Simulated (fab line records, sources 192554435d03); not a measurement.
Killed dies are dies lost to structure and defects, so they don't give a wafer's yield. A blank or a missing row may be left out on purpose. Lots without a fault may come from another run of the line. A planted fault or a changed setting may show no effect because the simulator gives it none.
Which tool did it? | flow n5_finfet | 24 lots, 72 wafers sampled, at 6 steps of a route of 1938

WHAT THE GAUGES READ, wafer by wafer
N5_BEOL_M9_THK_MEAS_53: measures by xrf.
lot  | measured     | on            | M9_THK (nm)
L075 | day 9 21:31  | film_metro-01 | 137 145 138
L074 | day 9 21:58  | film_metro-02 | 143 136 145
L076 | day 10 04:46 | film_metro-01 | 142 140 139
L077 | day 10 14:03 | film_metro-02 | 138 137 137
L078 | day 10 18:29 | film_metro-02 | 145 140 146
L079 | day 11 03:38 | film_metro-02 | 138 138 136
L080 | day 11 11:56 | film_metro-02 | 137 143 140
L081 | day 11 23:22 | film_metro-02 | 145 139 145
L082 | day 11 23:14 | film_metro-01 | 142 144 136
L084 | day 12 08:29 | film_metro-01 | 141 140 140
L083 | day 12 09:02 | film_metro-02 | 141 139 142
L085 | day 12 09:50 | film_metro-01 | 134 143 136
L087 | day 13 12:17 | film_metro-01 | 146 145 137
L086 | day 13 18:13 | film_metro-02 | 146 147 141
L088 | day 13 19:30 | film_metro-01 | 147 141 142
L089 | day 14 08:06 | film_metro-02 | 141 139 136
L093 | day 14 14:23 | film_metro-01 | 144 143 137
L090 | day 14 14:39 | film_metro-01 | 142 146 139
L091 | day 14 15:27 | film_metro-02 | 145 140 144
L092 | day 14 22:08 | film_metro-01 | 146 147 140
L095 | day 15 13:06 | film_metro-01 | 145 143 143
L094 | day 15 22:20 | film_metro-02 | 139 145 145
L097 | day 16 04:12 | film_metro-02 | 139 145 135
L096 | day 16 14:01 | film_metro-02 | 142 143 143

N5_BEOL_M10_CD_MEAS_18: pitch 140 nm, target cd 70 nm.
lot  | measured     | on        | cd_nm (nm)
L075 | day 10 01:43 | cd_sem-02 | 69.5 69.4 69.5
L074 | day 10 02:18 | cd_sem-01 | 70.9 69.7 70.4
L076 | day 10 08:25 | cd_sem-03 | 70.8 70.6 70.4
L077 | day 10 16:17 | cd_sem-02 | 70.2 69.6 69.8
L078 | day 10 21:35 | cd_sem-02 | 69.5 71.4 71.5
L079 | day 11 06:48 | cd_sem-02 | 69.8 69.4 69.9
L080 | day 11 15:05 | cd_sem-02 | 69.3 69.6 69.7
L081 | day 12 04:41 | cd_sem-03 | 68.8 69.9 69.8
L082 | day 12 04:12 | cd_sem-01 | 69.9 69.1 70.0
L084 | day 12 12:10 | cd_sem-02 | 69.5 69.7 69.8
L083 | day 12 12:26 | cd_sem-01 | 71.3 70.8 70.6
L085 | day 12 12:37 | cd_sem-03 | 70.0 69.8 69.3
L087 | day 13 14:55 | cd_sem-02 | 70.7 70.3 70.8
L086 | day 13 22:28 | cd_sem-03 | 69.9 71.0 71.7
L088 | day 13 23:02 | cd_sem-02 | 70.9 70.8 71.0
L089 | day 14 13:04 | cd_sem-01 | 70.3 70.2 70.1
L093 | day 14 17:40 | cd_sem-03 | 69.7 69.6 70.2
L090 | day 14 18:35 | cd_sem-02 | 70.1 71.2 70.3
L091 | day 14 18:43 | cd_sem-01 | 69.7 70.4 70.7
L092 | day 15 01:34 | cd_sem-01 | 69.9 69.8 70.5
L095 | day 15 17:27 | cd_sem-02 | 69.0 70.3 70.1
L094 | day 16 03:35 | cd_sem-03 | 70.3 69.4 70.1
L097 | day 16 06:43 | cd_sem-02 | 70.1 68.7 69.1
L096 | day 16 17:41 | cd_sem-03 | 71.0 69.7 69.6

N5_BEOL_M10_INSPECT_30: inspects for defects (brightfield).
lot  | measured     | on                | raw_defect_count
L075 | day 10 02:03 | defect_inspect-02 | 332 312 483
L074 | day 10 02:47 | defect_inspect-02 | 508 326 275
L076 | day 10 10:25 | defect_inspect-01 | 443 403 437
L077 | day 10 16:59 | defect_inspect-01 | 404 414 313
L078 | day 11 00:37 | defect_inspect-02 | 500 404 382
L079 | day 11 08:37 | defect_inspect-01 | 420 437 414
L080 | day 11 19:04 | defect_inspect-02 | 522 502 336
L081 | day 12 06:01 | defect_inspect-02 | 573 396 280
L082 | day 12 05:50 | defect_inspect-01 | 475 551 443
L084 | day 12 13:55 | defect_inspect-02 | 263 232 230
L083 | day 12 13:52 | defect_inspect-01 | 338 333 363
L085 | day 12 13:49 | defect_inspect-02 | 443 273 360
L087 | day 13 15:19 | defect_inspect-02 | 532 367 370
L086 | day 14 00:12 | defect_inspect-02 | 325 240 250
L088 | day 14 00:14 | defect_inspect-01 | 531 387 484
L089 | day 14 13:25 | defect_inspect-01 | 515 379 582
L093 | day 14 18:52 | defect_inspect-01 | 538 474 543
L090 | day 14 20:55 | defect_inspect-01 | 393 329 274
L091 | day 14 20:45 | defect_inspect-01 | 387 315 349
L092 | day 15 03:04 | defect_inspect-01 | 504 413 405
L095 | day 15 19:20 | defect_inspect-01 | 364 439 293
L094 | day 16 05:04 | defect_inspect-01 | 462 348 498
L097 | day 16 08:13 | defect_inspect-02 | 241 238 344
L096 | day 16 18:51 | defect_inspect-02 | 458 522 476

WHICH TOOL RAN EACH LOT (tool, then ch and the chambers of the sampled wafers, then the start)
lot  | N5_BEOL_M9_VIA_ETCH_34             | N5_BEOL_M9_DEP_56               | N5_BEOL_M10_ETCH_62
L075 | rie_diel-06 ch 1,3, day 9 17:46    | pecvd-01 ch 0,1, day 9 21:35    | rie_diel-02 ch 0,3, day 10 01:13
L074 | rie_diel-01 ch 0,2,3, day 9 19:14  | pecvd-01 ch 0,2, day 9 22:02    | rie_diel-02 ch 0,2,3, day 10 01:46
L076 | rie_diel-06 ch 0,1,3, day 10 02:12 | pecvd-01 ch 0,2, day 10 04:50   | rie_diel-04 ch 1,3, day 10 08:03
L077 | rie_diel-06 ch 0,1, day 10 11:49   | pecvd-04 ch 0,1, day 10 14:08   | rie_diel-04 ch 0,1, day 10 15:55
L078 | rie_diel-01 ch 0,1,2, day 10 15:01 | pecvd-01 ch 0,1, day 10 18:33   | rie_diel-02 ch 1,2,3, day 10 21:08
L079 | rie_diel-06 ch 0,1, day 11 00:44   | pecvd-02 ch 0,1, day 11 03:42   | rie_diel-02 ch 1,2, day 11 06:25
L080 | rie_diel-01 ch 1,2, day 11 08:57   | pecvd-01 ch 0,2, day 11 12:01   | rie_diel-05 ch 1,3, day 11 14:40
L081 | rie_diel-03 ch 0,1,2, day 11 19:13 | pecvd-04 ch 0,2, day 11 23:25   | rie_diel-05 ch 0,1,2, day 12 04:18
L082 | rie_diel-06 ch 1,2,3, day 11 19:15 | pecvd-01 ch 1,2, day 11 23:17   | rie_diel-02 ch 0,2,3, day 12 03:47
L084 | rie_diel-03 ch 1,3, day 12 05:57   | pecvd-02 ch 1,2, day 12 08:33   | rie_diel-04 ch 1,3, day 12 11:46
L083 | rie_diel-01 ch 0,1,2, day 12 05:59 | pecvd-04 ch 0,2, day 12 09:05   | rie_diel-02 ch 1,3, day 12 11:56
L085 | rie_diel-06 ch 0,1,2, day 12 06:25 | pecvd-02 ch 0,2, day 12 09:54   | rie_diel-05 ch 0,1,2, day 12 12:12
L087 | rie_diel-01 ch 0,2,3, day 13 08:51 | pecvd-04 ch 0,2, day 13 12:20   | rie_diel-04 ch 0,1,2, day 13 14:32
L086 | rie_diel-03 ch 0,1,2, day 13 14:49 | pecvd-02 ch 1,2, day 13 18:18   | rie_diel-04 ch 0,2, day 13 22:04
L088 | rie_diel-01 ch 1,2,3, day 13 16:03 | pecvd-02 ch 1,2, day 13 19:34   | rie_diel-05 ch 0,1,3, day 13 22:22
L089 | rie_diel-03 ch 0,1, day 14 04:04   | pecvd-01 ch 0,1,2, day 14 08:10 | rie_diel-04 ch 0,1,3, day 14 12:42
L093 | rie_diel-01 ch 0,2,3, day 14 11:31 | pecvd-04 ch 0,1, day 14 14:28   | rie_diel-02 ch 0,2,3, day 14 17:17
L090 | rie_diel-06 ch 0,2,3, day 14 11:49 | pecvd-02 ch 0,2, day 14 14:43   | rie_diel-02 ch 0,2,3, day 14 18:02
L091 | rie_diel-01 ch 0,1,2, day 14 11:56 | pecvd-01 ch 0,2, day 14 15:31   | rie_diel-04 ch 0,1,2, day 14 18:21
L092 | rie_diel-06 ch 0,2,3, day 14 18:46 | pecvd-01 ch 0,1,2, day 14 22:11 | rie_diel-04 ch 0,1,2, day 15 01:11
L095 | rie_diel-06 ch 1,3, day 15 09:39   | pecvd-01 ch 0,2, day 15 13:10   | rie_diel-04 ch 0,1,2, day 15 17:03
L094 | rie_diel-03 ch 0,1,3, day 15 19:34 | pecvd-04 ch 0,1, day 15 22:24   | rie_diel-02 ch 2,3, day 16 03:13
L097 | rie_diel-01 ch 1,2,3, day 16 01:19 | pecvd-01 ch 0,1, day 16 04:16   | rie_diel-04 ch 0,3, day 16 06:21
L096 | rie_diel-06 ch 1,2,3, day 16 10:46 | pecvd-04 ch 0,1, day 16 14:05   | rie_diel-05 ch 0,1,2, day 16 17:19
- N5_BEOL_M9_VIA_ETCH_34: etches SiCOH lowk in C4F6/O2, target depth 182.4 nm, time 68.4 s.
- N5_BEOL_M9_DEP_56: deposits SiCN from 3MS/NH3, target thk 15 nm, time 26.5 s.
- N5_BEOL_M10_ETCH_62: etches SOC in N2/H2, target depth 110 nm, overetch 22 nm, time 165 s.

WHAT THE TOOLS THEMSELVES READ (means of the sampled wafers that have a number; where no wafer has one, the mark that the record gives instead)
N5_BEOL_M9_VIA_ETCH_34.
lot  | tool        | drypump_motor_current_A (A) | oes_ar_750_au (a.u.) | oes_product_au (a.u.) | rf_vpp_V (V) | showerhead_plenum_p_Torr (Torr) | throttle_valve_pct (%)
L075 | rie_diel-06 | 5.2                         | 0.74                 | 0.74                  | 662          | 2.86                            | 20.88
L074 | rie_diel-01 | 5.7                         | 0.77                 | 0.76                  | 654          | 2.82                            | 21.10
L076 | rie_diel-06 | 5.7                         | 0.75                 | 0.74                  | 671          | 2.84                            | 20.95
L077 | rie_diel-06 | 5.5                         | 0.73                 | 0.72                  | 650          | 2.78                            | 20.98
L078 | rie_diel-01 | 5.4                         | 0.75                 | 0.74                  | 655          | 2.89                            | 21.05
L079 | rie_diel-06 | 5.4                         | 0.73                 | 0.72                  | 651          | 2.78                            | 20.98
L080 | rie_diel-01 | 5.2                         | 0.73                 | 0.72                  | 656          | 2.91                            | 20.93
L081 | rie_diel-03 | 6.3                         | 0.90                 | 0.92                  | 671          | 2.86                            | 20.65
L082 | rie_diel-06 | 5.2                         | 0.78                 | 0.78                  | 672          | 2.85                            | 20.75
L084 | rie_diel-03 | 5.5                         | 0.73                 | 0.74                  | 657          | 2.90                            | 20.95
L083 | rie_diel-01 | 5.3                         | 0.74                 | 0.74                  | 654          | 2.88                            | 21.07
L085 | rie_diel-06 | 5.4                         | 0.76                 | 0.77                  | 662          | 2.77                            | 20.84
L087 | rie_diel-01 | 5.7                         | 0.75                 | 0.74                  | 652          | 2.81                            | 21.14
L086 | rie_diel-03 | 6.3                         | 0.87                 | 0.89                  | 671          | 2.86                            | 20.66
L088 | rie_diel-01 | 5.6                         | 0.72                 | 0.72                  | 654          | 2.83                            | 21.01
L089 | rie_diel-03 | 6.2                         | 0.86                 | 0.88                  | 676          | 2.88                            | 20.53
L093 | rie_diel-01 | 5.7                         | 0.74                 | 0.73                  | 652          | 2.81                            | 21.16
L090 | rie_diel-06 | 5.6                         | 0.77                 | 0.77                  | 681          | 2.81                            | 20.84
L091 | rie_diel-01 | 5.3                         | 0.73                 | 0.73                  | 654          | 2.88                            | 21.10
L092 | rie_diel-06 | 5.6                         | 0.77                 | 0.77                  | 682          | 2.81                            | 20.86
L095 | rie_diel-06 | 5.3                         | 0.89                 | 0.90                  | 661          | 2.85                            | 20.69
L094 | rie_diel-03 | 5.9                         | 0.87                 | 0.88                  | 665          | 2.88                            | 20.66
L097 | rie_diel-01 | 5.6                         | 0.71                 | 0.71                  | 653          | 2.82                            | 21.03
L096 | rie_diel-06 | 5.2                         | 0.83                 | 0.84                  | 673          | 2.84                            | 20.66

N5_BEOL_M9_DEP_56.
lot  | tool     | showerhead_plenum_p_Torr (Torr) | showerhead_vpp_V (V) | throttle_valve_pct (%)
L075 | pecvd-01 | 3.667                           | 846                  | 9.0
L074 | pecvd-01 | 3.660                           | 854                  | 9.2
L076 | pecvd-01 | 3.662                           | 861                  | 9.1
L077 | pecvd-04 | 3.660                           | 898                  | 9.4
L078 | pecvd-01 | 3.658                           | 843                  | 8.9
L079 | pecvd-02 | 3.669                           | 863                  | 9.5
L080 | pecvd-01 | 3.660                           | 871                  | 9.1
L081 | pecvd-04 | 3.666                           | 888                  | 8.7
L082 | pecvd-01 | 3.663                           | 860                  | 9.0
L084 | pecvd-02 | 3.673                           | 881                  | 9.2
L083 | pecvd-04 | 3.675                           | 887                  | 8.7
L085 | pecvd-02 | 3.664                           | 886                  | 9.0
L087 | pecvd-04 | 3.668                           | 890                  | 9.2
L086 | pecvd-02 | 3.670                           | 880                  | 8.8
L088 | pecvd-02 | 3.667                           | 878                  | 8.9
L089 | pecvd-01 | 3.666                           | 863                  | 8.9
L093 | pecvd-04 | 3.660                           | 891                  | 9.5
L090 | pecvd-02 | 3.658                           | 872                  | 9.6
L091 | pecvd-01 | 3.662                           | 855                  | 9.2
L092 | pecvd-01 | 3.670                           | 868                  | 8.9
L095 | pecvd-01 | 3.662                           | 857                  | 9.1
L094 | pecvd-04 | 3.658                           | 901                  | 9.5
L097 | pecvd-01 | 3.669                           | 850                  | 8.9
L096 | pecvd-04 | 3.654                           | 903                  | 9.2

N5_BEOL_M10_ETCH_62.
lot  | tool        | drypump_motor_current_A (A) | n2_flow_sccm (sccm) | oes_product_au (a.u.) | rf_vpp_V (V) | showerhead_plenum_p_Torr (Torr) | throttle_valve_pct (%)
L075 | rie_diel-02 | 5.8                         | 199.9               | 0.65                  | 521.9        | 2.47                            | 17.68
L074 | rie_diel-02 | 5.9                         | 199.7               | 0.68                  | 524.5        | 2.55                            | 17.60
L076 | rie_diel-04 | 6.1                         | 200.2               | 0.64                  | 526.5        | 2.60                            | 17.82
L077 | rie_diel-04 | 5.3                         | 199.7               | 0.75                  | 523.0        | 2.52                            | 17.30
L078 | rie_diel-02 | 5.7                         | 199.6               | 0.71                  | 525.5        | 2.61                            | 17.60
L079 | rie_diel-02 | 5.9                         | 199.6               | 0.68                  | 526.1        | 2.63                            | 17.63
L080 | rie_diel-05 | 5.5                         | 199.9               | 0.70                  | 523.7        | 2.55                            | 17.84
L081 | rie_diel-05 | 6.0                         | 200.3               | 0.73                  | 523.5        | 2.53                            | 17.86
L082 | rie_diel-02 | 5.9                         | 199.7               | 0.66                  | 524.3        | 2.54                            | 17.63
L084 | rie_diel-04 | 6.1                         | 200.6               | 0.63                  | 525.7        | 2.59                            | 17.84
L083 | rie_diel-02 | 5.4                         | 199.3               | 0.70                  | 525.1        | 2.58                            | 17.69
L085 | rie_diel-05 | 6.0                         | 199.6               | 0.73                  | 523.5        | 2.53                            | 17.86
L087 | rie_diel-04 | 5.5                         | 200.0               | 0.73                  | 523.2        | 2.51                            | 17.48
L086 | rie_diel-04 | 5.6                         | 200.5               | 0.76                  | 522.6        | 2.48                            | 17.44
L088 | rie_diel-05 | 5.5                         | 200.8               | 0.70                  | 524.1        | 2.54                            | 17.84
L089 | rie_diel-04 | 5.7                         | 199.7               | 0.66                  | 524.6        | 2.55                            | 17.62
L093 | rie_diel-02 | 5.9                         | 200.3               | 0.65                  | 523.3        | 2.54                            | 17.67
L090 | rie_diel-02 | 5.9                         | 199.8               | 0.64                  | 524.1        | 2.54                            | 17.66
L091 | rie_diel-04 | 5.5                         | 200.0               | 0.72                  | 522.6        | 2.50                            | 17.49
L092 | rie_diel-04 | 5.5                         | 200.2               | 0.72                  | 522.1        | 2.50                            | 17.50
L095 | rie_diel-04 | 5.4                         | 200.3               | 0.71                  | 522.1        | 2.50                            | 17.51
L094 | rie_diel-02 | 6.0                         | 199.8               | 0.65                  | 525.8        | 2.62                            | 17.60
L097 | rie_diel-04 | 6.1                         | 199.7               | 0.80                  | 524.1        | 2.55                            | 17.36
L096 | rie_diel-05 | 6.0                         | 200.4               | 0.69                  | 523.2        | 2.51                            | 17.92

THE ANSWER, worked out from the rows above alone
Rule: what is usual is taken from the lots themselves. Put in order of their means at a reading, lots are off if they are a third of the lots or fewer, leave a main group of 4 or more, and stand apart from it by a gap of 3 or more times the standard deviation of the main group's means; of several such gaps the widest counts. A main group whose means are all the same, to the digits that the tables above print for the reading, isn't used. A lot without any number at a reading at which 4 lots or more have one is off too. The other lots that the step has rows for count as sound. The gauges are gone through in route order, then the tools' own readings, and for those a lot's mean is taken as printed above. The first step at which some lot is off is used, and at that step the reading that is off furthest; a lot without a number counts as furthest.
No lot is off at any reading shown: from this, nothing can be told.

WHAT THE SIMULATOR HAD PUT IN
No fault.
